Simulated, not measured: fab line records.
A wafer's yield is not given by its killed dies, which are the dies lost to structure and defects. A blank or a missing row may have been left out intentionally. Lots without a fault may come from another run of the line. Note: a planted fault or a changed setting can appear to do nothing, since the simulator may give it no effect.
Matching of chambers	flow n5 finfet	N5_BEOL_M0_SAQP_ILD_DEP_01 on pecvd-02 has 3 sister chambers
The step deposits SiOC from DEMS/O2, target thk 45.419 nm, time 8.7 s. 3 wafers are shown with their chamber, then 8 later ones without.

WAFERS WITH THEIR CHAMBER
wafer	chamber	throttle valve pct (%)
L083.3	0	12.6
L083.4	2	11.0
L088.2	1	13.2

WAFERS WITH NO CHAMBER GIVEN
wafer	throttle valve pct (%)
L088.3	12.5
L088.4	13.2
L093.1	12.4
L093.4	12.5
L093.5	11.5
L096.3	13.0
L096.4	11.6
L096.5	13.0

CHAMBER TAKEN BY EACH
wafer	from the rows above	in truth
L088.3	can't be placed: 0 or 1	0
L088.4	can't be placed: 1 or 0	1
L093.1	can't be placed: 0 or 1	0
L093.4	can't be placed: 0 or 1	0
L093.5	can't be placed: 2 or 0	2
L096.3	can't be placed: 1 or 0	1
L096.4	can't be placed: 2 or 0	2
L096.5	can't be placed: 1 or 0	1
Correct placement for 0 of the 8. These rows do not allow placing 8 (true chamber among the candidates in 8). Placed wrongly: 0.
How it was worked out, from the rows above alone: a wafer's distance from a chamber is the root of the sum, over the readings, of the square of ((its reading less the chamber's mean) divided by the reading's scatter). The wafer belongs to the nearest chamber; if the next one is less than 2 further off, it can't be placed. A chamber's mean is the mean of its shown wafers. The scatter: with one shown wafer a chamber, the root of the mean of the squares of how far each hidden wafer lies from its nearest shown one.
